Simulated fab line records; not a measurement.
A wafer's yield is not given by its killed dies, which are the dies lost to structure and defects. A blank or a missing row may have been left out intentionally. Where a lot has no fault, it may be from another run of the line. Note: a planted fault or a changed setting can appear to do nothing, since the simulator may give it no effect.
fab line records ; flow nandHarc
record: lots: 6; wafers: 18; lastDay: 32
route steps=1302 shown A_STAIRCASE@699 END@1302
lots with no fault: from the same line, run without faults
startH: the number of hours between the record's first day and the start of the first shown wafer of the lot ; waitH: hours from the lot's prior step to this one ; " same as the row above ; L1.1+2: several wafers, shown together as one row ; - no value, or no start was given ; * or withheld: withheld ; < > ~ a bound
route shown NAME@n: NAME is a module with steps in the file, n the number in the route of the first one ; usual: average and standard deviation across the fault-free wafers ; same: alike in all rows ; chamber/n: place in a boat ; sites: the reading at each site ; _std_site: standard deviation across them ; _edge_site: outer sites' mean less inner sites' ; radiusMm: how far each site lies from the wafer's centre ; mask NAME#n: copy n ; behind: the tool/chamber that last shaped the wafer ; hold: the reason the lot was held/the length of the hold in hours/how it ended ; device: which transistor (n, p or np) failed to switch ; end of line: the tests these same wafers got at the end of their route ; step lacking rows: just its recipe ; killed: not the wafer's yield, but the dies lost to structure and defects at the first sort ; map: a wafer's dies, marking killed ones x, the rest . and places with no die _
set.NAME: the setting as run; set.NAME@STEP: as run at that earlier step ; model.NAME: the simulator's own value behind a step, which no gauge read
certain route steps with their lots: each step a table, each wafer a row
services: the hour from which a tool's chamber was out of use, counted from the record's first day as startH (under 0 if before that day), plus the number of hours and why
== steps ==
step: NHARC_A_STAIRCASE_HARDBAKE_185
recipe: tempC: 120; timeS: 140
step: NHARC_A_STAIRCASE_DESCUM_186
recipe: timeS: 3; o2FlowSccm: 200; arFlowSccm: 0; biasPowerW: 0; chemistry: O2
step: NHARC_A_STAIRCASE_TRIM_187
recipe: timeS: 211.2; o2FlowSccm: 500; arFlowSccm: 0; biasW: 0; chemistry: O2
step: NHARC_A_STAIRCASE_ETCH_188
recipe: targetDepthA: 1000; timeS: 40.5; ionEnergyEv: 400; c4f8FlowSccm: 20; o2FlowSccm: 10; arFlowSccm: withheld; rfW: 600; biasW: 1000; chemistry: C4F8/O2
step: NHARC_A_STAIRCASE_TRIM_189
recipe: timeS: 211.2; o2FlowSccm: 500; arFlowSccm: 0; biasW: 0; chemistry: O2
usual: drypumpMotorCurrentA: 5.9/0.44; oesProductAu: 1.001/0.015; rfVppV: 57.9/0.87; showerheadPlenumPTorr: 3.55/0.17; throttleValvePct: 17.036/0.0082
lot.wafer;tool;chamber;startH;waitH;drypumpMotorCurrentA;oesProductAu;rfHoursCounterH;rfVppV;showerheadPlenumPTorr;throttleValvePct
L676.3;rieDiel-08;3;-;-;5.1;0.986;3;58.8;3.61;17.031
L676.1;rieDiel-08;1;-;-;5.5;1.009;3;59.5;3.56;17.033
L676.6;rieDiel-08;2;-;-;6.4;1.025;-;56.6;3.55;17.040
L684.4;rieDiel-06;1;-;-;5.5;0.983;44;57.8;3.36;17.033
L684.1;rieDiel-06;2;-;-;6.4;0.991;58;59.0;3.77;17.033
L684.5;rieDiel-06;1;-;-;5.6;0.988;-;56.6;3.36;17.041
L685.2;rieDiel-08;0;-;-;6.1;1.022;33;58.7;3.79;17.024
L685.6;rieDiel-08;1;-;-;5.5;0.986;-;58.4;3.54;17.042
L685.5;rieDiel-08;2;-;-;6.3;1.018;-;56.9;3.53;17.034
L691.1;rieDiel-08;0;-;-;6.1;1.009;60;58.3;3.77;17.032
L691.3;rieDiel-08;1;-;-;5.5;1.001;58;58.5;3.53;17.048
L691.5;rieDiel-08;0;-;-;6.1;1.013;-;57.3;3.77;17.040
L692.4;rieDiel-06;3;-;-;6.2;0.977;22;57.4;3.41;17.036
L692.3;rieDiel-06;2;-;-;6.4;0.984;20;58.0;3.76;17.024
L692.6;rieDiel-06;3;-;-;6.2;0.977;-;56.9;3.41;17.033
L696.2;rieDiel-06;3;-;-;6.3;0.987;33;55.9;3.40;17.035
L696.4;rieDiel-06;0;-;-;6.1;0.981;38;58.4;3.41;17.025
L696.6;rieDiel-06;3;-;-;6.2;0.983;-;58.6;3.40;17.027
step: NHARC_A_STAIRCASE_ETCH_190
recipe: targetDepthA: 1000; timeS: 40.5; ionEnergyEv: 400; c4f8FlowSccm: 20; o2FlowSccm: 10; arFlowSccm: withheld; rfW: 600; biasW: 1000; chemistry: C4F8/O2
step: NHARC_A_STAIRCASE_TRIM_191
recipe: timeS: 211.2; o2FlowSccm: 500; arFlowSccm: 0; biasW: 0; chemistry: O2
step: NHARC_A_STAIRCASE_ETCH_192
recipe: targetDepthA: 1000; timeS: 40.5; ionEnergyEv: 400; c4f8FlowSccm: 20; o2FlowSccm: 10; arFlowSccm: withheld; rfW: 600; biasW: 1000; chemistry: C4F8/O2
step: NHARC_A_STAIRCASE_TRIM_193
recipe: timeS: 211.2; o2FlowSccm: 500; arFlowSccm: 0; biasW: 0; chemistry: O2
usual: drypumpMotorCurrentA: 5.9/0.45; oesProductAu: 1.001/0.017; rfVppV: 57.9/0.97; showerheadPlenumPTorr: 3.55/0.16; throttleValvePct: 17.035/0.009
lot.wafer;tool;chamber;startH;waitH;drypumpMotorCurrentA;oesProductAu;rfHoursCounterH;rfVppV;showerheadPlenumPTorr;throttleValvePct
L676.3;rieDiel-08;0;-;-;6.1;1.003;3;57.9;3.81;17.030
L676.1;rieDiel-08;2;-;-;6.3;1.029;4;58.4;3.55;17.032
L676.6;rieDiel-08;0;-;-;6.1;1.000;-;58.6;3.81;17.055
L684.4;rieDiel-06;3;-;-;6.2;1.009;60;56.7;3.42;17.038
L684.1;rieDiel-06;1;-;-;5.6;0.988;44;56.6;3.36;17.045
L684.5;rieDiel-06;0;-;-;6.2;1.014;-;56.8;3.43;17.021
L685.2;rieDiel-08;0;-;-;6.1;1.016;34;59.8;3.79;17.052
L685.6;rieDiel-08;2;-;-;6.3;1.011;-;58.3;3.53;17.030
L685.5;rieDiel-08;3;-;-;5.1;0.972;-;59.3;3.60;17.033
L691.3;rieDiel-08;1;-;-;5.5;1.000;59;59.0;3.53;17.026
L691.1;rieDiel-08;3;-;-;5.1;0.981;63;56.9;3.58;17.036
L691.5;rieDiel-08;3;-;-;5.1;0.971;-;58.9;3.58;17.052
L692.3;rieDiel-06;3;-;-;6.2;0.985;22;57.0;3.41;17.028
L692.4;rieDiel-06;0;-;-;6.2;1.021;26;56.3;3.41;17.019
L692.6;rieDiel-06;1;-;-;5.6;1.032;-;57.2;3.34;17.026
L696.2;rieDiel-06;1;-;-;5.5;1.021;35;58.0;3.34;17.033
L696.4;rieDiel-06;2;-;-;6.4;0.991;32;58.1;3.76;17.031
L696.6;rieDiel-06;3;-;-;6.2;0.984;-;58.6;3.40;17.035
step: NHARC_A_STAIRCASE_ETCH_194
recipe: targetDepthA: 1000; timeS: 40.5; ionEnergyEv: 400; c4f8FlowSccm: 20; o2FlowSccm: 10; arFlowSccm: withheld; rfW: 600; biasW: 1000; chemistry: C4F8/O2
usual: oesProductAu: 0.943/0.016; rfVppV: 896/6
lot.wafer;tool;chamber;startH;waitH;oesProductAu;rfHoursCounterH;rfVppV
L676.3;rieDiel-08;2;-;-;0.973;4;896
L676.1;rieDiel-08;3;-;-;0.924;3;898
L676.6;rieDiel-08;0;-;-;0.937;-;905
L684.1;rieDiel-06;0;-;-;0.950;49;892
L684.4;rieDiel-06;3;-;-;0.939;-;892
L684.5;rieDiel-06;0;-;-;0.949;-;893
L685.2;rieDiel-08;1;-;-;0.936;33;897
L685.6;rieDiel-08;0;-;-;0.959;-;904
L685.5;rieDiel-08;1;-;-;0.934;-;896
L691.3;rieDiel-08;1;-;-;0.931;59;896
L691.1;rieDiel-08;3;-;-;0.917;63;899
L691.5;rieDiel-08;0;-;-;0.942;-;904
L692.4;rieDiel-06;1;-;-;0.965;23;889
L692.3;rieDiel-06;2;-;-;0.927;20;903
L692.6;rieDiel-06;3;-;-;0.919;-;891
L696.4;rieDiel-06;3;-;-;0.927;34;890
L696.2;rieDiel-06;1;-;-;0.963;35;889
L696.6;rieDiel-06;0;-;-;0.916;-;892
step: NHARC_A_STAIRCASE_TRIM_196
recipe: timeS: 211.2; o2FlowSccm: 500; arFlowSccm: 0; biasW: 0; chemistry: O2
usual: drypumpMotorCurrentA: 5.8/0.48; oesProductAu: 1.001/0.015; rfVppV: 58.0/0.99; showerheadPlenumPTorr: 3.60/0.15; throttleValvePct: 17.036/0.0099
lot.wafer;tool;chamber;startH;waitH;drypumpMotorCurrentA;oesProductAu;rfHoursCounterH;rfVppV;showerheadPlenumPTorr;throttleValvePct
L676.3;rieDiel-08;0;385.12;0.1;6.1;1.012;4;57.7;3.81;17.051
L676.1;rieDiel-08;1;385.12;0.1;5.5;0.998;4;56.2;3.56;17.036
L676.6;rieDiel-08;0;385.12;0.1;6.1;1.012;-;59.0;3.81;17.027
L684.1;rieDiel-08;3;474.75;0.1;5.1;0.976;36;57.4;3.60;17.039
L684.4;rieDiel-08;0;474.75;0.1;6.1;1.010;34;58.0;3.79;17.046
L684.5;rieDiel-08;1;474.75;0.1;5.5;0.985;-;58.6;3.54;17.040
L685.2;rieDiel-08;0;475.94;0.1;6.1;1.021;34;58.2;3.79;17.042
L685.6;rieDiel-08;0;475.94;0.1;6.0;1.009;-;56.4;3.79;17.033
L685.5;rieDiel-08;1;475.94;0.1;5.5;1.004;-;58.5;3.54;17.040
L691.3;rieDiel-10;2;541.43;0.1;5.1;1.001;28;59.9;3.76;17.034
L691.1;rieDiel-10;3;541.43;0.1;5.8;0.992;29;58.0;3.54;17.041
L691.5;rieDiel-10;1;541.43;0.1;5.5;0.990;-;58.3;3.73;17.035
L692.4;rieDiel-06;2;541.66;0.1;6.3;0.993;20;57.9;3.76;17.042
L692.3;rieDiel-06;3;541.66;0.1;6.2;0.976;22;57.6;3.40;17.039
L692.6;rieDiel-06;2;541.66;0.1;6.3;0.979;-;58.5;3.76;17.033
L696.4;rieDiel-10;0;578.51;0.1;5.0;0.996;39;58.8;3.76;17.037
L696.2;rieDiel-10;1;578.51;0.1;5.5;0.986;35;60.3;3.72;17.044
L696.6;rieDiel-10;3;578.51;0.1;5.7;0.981;-;56.4;3.54;17.040
step: NHARC_A_STAIRCASE_ETCH_197
recipe: targetDepthA: 1000; timeS: 40.5; ionEnergyEv: 400; c4f8FlowSccm: 20; o2FlowSccm: 10; arFlowSccm: withheld; rfW: 600; biasW: 1000; chemistry: C4F8/O2
usual: oesProductAu: 0.950/0.02; rfVppV: 899/5.3
lot.wafer;tool;chamber;startH;waitH;oesProductAu;rfHoursCounterH;rfVppV
L676.3;rieDiel-08;3;385.32;-;0.937;4;900
L676.1;rieDiel-08;1;385.32;-;0.948;4;896
L676.6;rieDiel-08;3;385.32;-;0.948;-;901
L684.4;rieDiel-08;2;475.43;-;0.945;35;895
L684.1;rieDiel-08;0;475.43;-;0.939;34;904
L684.5;rieDiel-08;1;475.43;-;1.098;-;896
L685.2;rieDiel-08;0;476.15;-;0.956;34;906
L685.6;rieDiel-08;1;476.15;-;1.120;-;896
L685.5;rieDiel-08;2;476.15;-;0.947;-;896
L691.1;rieDiel-10;1;541.61;-;0.945;21;902
L691.3;rieDiel-10;3;541.61;-;0.942;29;895
L691.5;rieDiel-10;1;541.61;-;0.950;-;905
L692.4;rieDiel-06;1;541.86;-;0.962;24;887
L692.3;rieDiel-06;0;541.86;-;0.953;26;892
L692.6;rieDiel-06;2;541.86;-;0.929;-;904
L696.4;rieDiel-10;2;578.69;-;0.972;42;904
L696.2;rieDiel-10;3;578.69;-;0.934;41;897
L696.6;rieDiel-10;1;578.69;-;0.956;-;903
step: NHARC_A_STAIRCASE_TRIM_198
recipe: timeS: 211.2; o2FlowSccm: 500; arFlowSccm: 0; biasW: 0; chemistry: O2
usual: drypumpMotorCurrentA: 5.8/0.48; oesProductAu: 1.002/0.015; rfVppV: 58.0/0.93; showerheadPlenumPTorr: 3.60/0.15; throttleValvePct: 17.037/0.0081
lot.wafer;tool;chamber;startH;waitH;drypumpMotorCurrentA;oesProductAu;rfHoursCounterH;rfVppV;showerheadPlenumPTorr;throttleValvePct
L676.1;rieDiel-08;3;-;-;5.1;1.001;4;56.9;3.61;17.026
L676.3;rieDiel-08;1;-;-;5.5;1.015;4;57.7;3.56;17.030
L676.6;rieDiel-08;3;-;-;5.1;0.994;-;58.1;3.61;17.038
L684.4;rieDiel-08;1;-;-;5.5;0.994;33;58.5;3.54;17.027
L684.1;rieDiel-08;2;-;-;6.3;1.010;35;56.6;3.53;17.032
L684.5;rieDiel-08;1;-;-;5.5;0.992;-;59.1;3.54;17.038
L685.2;rieDiel-08;0;-;-;6.1;1.009;34;58.5;3.79;17.043
L685.6;rieDiel-08;3;-;-;5.1;0.971;-;59.3;3.60;17.042
L685.5;rieDiel-08;0;-;-;6.1;1.023;-;59.3;3.79;17.034
L691.1;rieDiel-10;0;-;-;5.0;0.996;27;58.5;3.76;17.038
L691.3;rieDiel-10;1;-;-;5.6;0.982;21;58.2;3.73;17.049
L691.5;rieDiel-10;3;-;-;5.8;0.976;-;57.8;3.54;17.036
L692.4;rieDiel-06;0;-;-;6.1;1.006;26;56.4;3.41;17.029
L692.3;rieDiel-06;1;-;-;5.6;1.032;24;57.6;3.34;17.044
L692.6;rieDiel-06;2;-;-;6.4;0.997;-;59.9;3.76;17.036
L696.4;rieDiel-10;3;-;-;5.8;0.972;41;58.3;3.54;17.030
L696.2;rieDiel-10;0;-;-;5.0;0.990;40;58.8;3.75;17.027
L696.6;rieDiel-10;3;-;-;5.7;0.976;-;58.2;3.54;17.055
step: NHARC_END_SORT_01
recipe: tempC: 25
usual: killedAtArray: 56/19; killedAtOther: 0.6/1; killedAtPeriphery: 3.9/2.7; killedDies: 61/19; killedOpen: 3.3/1.9; killedShort: 2.4/1.7
same: grossDies: 677
lot.wafer;tool;chamber;startH;waitH;killedAtArray;killedAtOther;killedAtPeriphery;killedDies;killedOpen;killedShort
L684.5;prober-01;0;686.39;3.7;668;1;8;677;2;3
L685.6;prober-01;0;696.21;4.0;674;1;1;676;1;4
killed by level:class
L684.5 A_STAIRCASE:areaEtch=620 A_SLIT:chamberFilmFlake=35 A_CHANNEL_HOLE_D1:chamberFilmFlake=8 P_STI:chamberFilmFlake=4 P_GATE:chamberFilmFlake=2 A_CHANNEL_FILL_D1:chamberFilmFlake=2 P_M0:geometricParticle:open=1 P_M0:geometricParticle:short=1
L685.6 A_STAIRCASE:areaEtch=615 A_SLIT:chamberFilmFlake=27 A_CHANNEL_HOLE_D1:chamberFilmFlake=8 A_CONTACT:chamberFilmFlake=8 A_STAIRCASE:chamberFilmFlake=6 A_CHANNEL_HOLE_D2:chamberFilmFlake=5 P_M0:geometricParticle:short=1 A_ONON_D1:geometricParticle:short=1
map L684.5 (x killed, . not)
____________x____________
_________xxxxxxx_________
_______xxxxxxxxxxx_______
______xxxxxxxxxxxxx______
_____xxxxxxxxxxxxxxx_____
____xxxxxxxxxxxxxxxxx____
____xxxxxxxxxxxxxxxxx____
___xxxxxxxxxxxxxxxxxxx___
___xxxxxxxxxxxxxxxxxxx___
__xxxxxxxxxxxxxxxxxxxxx__
__xxxxxxxxxxxxxxxxxxxxx__
_xxxxxxxxxxxxxxxxxxxxxxx_
_xxxxxxxxxxxxxxxxxxxxxxx_
_xxxxxxxxxxxxxxxxxxxxxxx_
_xxxxxxxxxxxxxxxxxxxxxxx_
_xxxxxxxxxxxxxxxxxxxxxxx_
xxxxxxxxxxxxxxxxxxxxxxxxx
xxxxxxxxxxxxxxxxxxxxxxxxx
xxxxxxxxxxxxxxxxxxxxxxxxx
xxxxxxxxxxxxxxxxxxxxxxxxx
xxxxxxxxxxxxxxxxxxxxxxxxx
_xxxxxxxxxxxxxxxxxxxxxxx_
_xxxxxxxxxxxxxxxxxxxxxxx_
_xxxxxxxxxxxxxxxxxxxxxxx_
_xxxxxxxxxxxxxxxxxxxxxxx_
_xxxxxxxxxxxxxxxxxxxxxxx_
__xxxxxxxxxxxxxxxxxxxxx__
__xxxxxxxxxxxxxxxxxxxxx__
___xxxxxxxxxxxxxxxxxxx___
___xxxxxxxxxxxxxxxxxxx___
____xxxxxxxxxxxxxxxxx____
____xxxxxxxxxxxxxxxxx____
_____xxxxxxxxxxxxxxx_____
______xxxxxxxxxxxxx______
_______xxxxxxxxxxx_______
_________xxxxxxx_________
____________x____________
map L685.6 (x killed, . not)
____________x____________
_________xxxxxxx_________
_______xxxxxxxxxxx_______
______xxxxxxxxxxxxx______
_____xxxxxxxxxxxxxxx_____
____xxxxxxxxxxxxxxxxx____
____xxxxxxxxxxxxxxxxx____
___xxxxxxxxxxxxxxxxxxx___
___xxxxxxxxxxxxxxxxxxx___
__xxxxxxxxxxxxxxxxxxxxx__
__xxxxxxxxxxxxxxxxxxxxx__
_xxxxxxxxxxxxxxxxxxxxxxx_
_xxxxxxxxxxxxxxxxxxxxxxx_
_xxxxxxxxxxxxxxxxxxxxxxx_
_xxxxxxxxxxxxxxxxxxxxxxx_
_xxxxxxxxxxxxxxxxxxxxxxx_
xxxxxxxxxxxxxxxxxxxxxxxxx
xxxxxxxxxxxxxxxxxxxxxxxxx
xxxxxxxx.xxxxxxxxxxxxxxxx
xxxxxxxxxxxxxxxxxxxxxxxxx
xxxxxxxxxxxxxxxxxxxxxxxxx
_xxxxxxxxxxxxxxxxxxxxxxx_
_xxxxxxxxxxxxxxxxxxxxxxx_
_xxxxxxxxxxxxxxxxxxxxxxx_
_xxxxxxxxxxxxxxxxxxxxxxx_
_xxxxxxxxxxxxxxxxxxxxxxx_
__xxxxxxxxxxxxxxxxxxxxx__
__xxxxxxxxxxxxxxxxxxxxx__
___xxxxxxxxxxxxxxxxxxx___
___xxxxxxxxxxxxxxxxxxx___
____xxxxxxxxxxxxxxxxx____
____xxxxxxxxxxxxxxxxx____
_____xxxxxxxxxxxxxxx_____
______xxxxxxxxxxxxx______
_______xxxxxxxxxxx_______
_________xxxxxxx_________
____________x____________
== services ==
tool;chamber;startH;hours;kind
rieDiel-08;1;362.69;5.6;repair
rieDiel-08;-;367.84;9.0;pm
rieDiel-08;0;367.84;9.0;ventCycle
rieDiel-08;2;367.84;9.0;ventCycle
rieDiel-08;3;367.84;9.0;ventCycle
rieDiel-08;0;376.84;-;clean
rieDiel-08;0;376.84;-;consumableReplace:showerhead
rieDiel-08;1;376.84;-;clean
rieDiel-08;2;376.84;-;clean
rieDiel-08;3;376.84;-;clean
rieDiel-06;-;384.12;1.8;repair
rieDiel-08;0;401.54;-;clean
rieDiel-08;1;401.54;-;clean
rieDiel-08;2;401.54;-;clean
rieDiel-08;3;401.54;-;clean
rieDiel-10;-;420.00;9.0;pm
rieDiel-08;0;426.04;-;clean
rieDiel-10;1;466.77;17.7;repair
rieDiel-06;2;474.45;7.3;repair
rieDiel-06;-;484.37;9.0;pm
rieDiel-10;-;491.56;33.9;repair
rieDiel-08;-;541.65;3.1;repair
rieDiel-08;-;544.84;9.0;pm
rieDiel-06;3;558.29;5.9;repair
== key ==
firstSign: step: NHARC_A_STAIRCASE_ETCH_197; reading: oesProductAu; direction: up; sigmas: 8.1; usual: 0.950; struck: 1.109
effect: step: NHARC_END_SORT_01; reading: killedDies; direction: up; sigmas: 33; usual: 61; struck: 676
moreKillsBornAt: NHARC_A_STAIRCASE_ETCH_197@rieDiel-08: 1235
metAt NHARC_A_STAIRCASE_ETCH_197
struckWafers L684.5,L685.6
laterRowsLeftOut L684.5,L685.6
testerLeftOut L684,L685
onsetBetween 385.32 475.43
fault: kind: processParameterDrift; tool: rieDiel-08; chamber: 1; onsetH: 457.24; steps: NHARC_A_STAIRCASE_ETCH_197; channel: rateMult; offset: 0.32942; shape: step; endH: 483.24
testerLeftOut: of these lots the tester's yield and bins aren't shown, on N5 and GAA mostly nor the transistor test; their killed dies are dies lost to structure and defects alone, not to doping, threshold or leakage, so they don't give the yield
laterRowsLeftOut: the simulator's readings of these wafers behind a module that went badly wrong aren't trusted and aren't shown, but for the sort
